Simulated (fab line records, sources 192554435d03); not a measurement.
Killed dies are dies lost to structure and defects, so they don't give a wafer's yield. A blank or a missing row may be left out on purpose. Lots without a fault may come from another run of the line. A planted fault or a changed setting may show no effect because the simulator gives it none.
Which tool did it? | flow n5_finfet | 12 lots, 36 wafers sampled, at 1 step of a route of 1938

WHAT THE GAUGES READ, wafer by wafer
N5_BEOL_M14_INSPECT_12: inspects for defects (macro).
lot  | measured     | on                | raw_defect_count
L075 | day 10 20:41 | defect_inspect-02 | 1 1 0
L077 | day 11 11:37 | defect_inspect-02 | 1 0 1
L079 | day 12 03:22 | defect_inspect-01 | 2 3 2
L081 | day 12 23:09 | defect_inspect-01 | 4 3 2
L084 | day 13 12:53 | defect_inspect-02 | 2 2 0
L085 | day 13 23:59 | defect_inspect-02 | 2 3 0
L087 | day 14 16:38 | defect_inspect-01 | 1 1 2
L089 | day 15 02:43 | defect_inspect-02 | 3 6 3
L091 | day 15 03:17 | defect_inspect-02 | 3 3 2
L094 | day 16 05:21 | defect_inspect-01 | 0 1 3
L097 | day 16 17:20 | defect_inspect-02 | 0 5 2
L095 | day 17 10:22 | defect_inspect-01 | 0 0 2

WHICH TOOL RAN EACH LOT (tool, then ch and the chambers of the sampled wafers, then the start)
The record holds no process step before these readings.

THE ANSWER, worked out from the rows above alone
Rule: what is usual is taken from the lots themselves. Put in order of their means at a reading, lots are off if they are a third of the lots or fewer, leave a main group of 4 or more, and stand apart from it by a gap of 3 or more times the standard deviation of the main group's means; of several such gaps the widest counts. A main group whose means are all the same, to the digits that the tables above print for the reading, isn't used. A lot without any number at a reading at which 4 lots or more have one is off too. The other lots that the step has rows for count as sound.
No lot is off at any reading shown: from this, nothing can be told.

WHAT THE SIMULATOR HAD PUT IN
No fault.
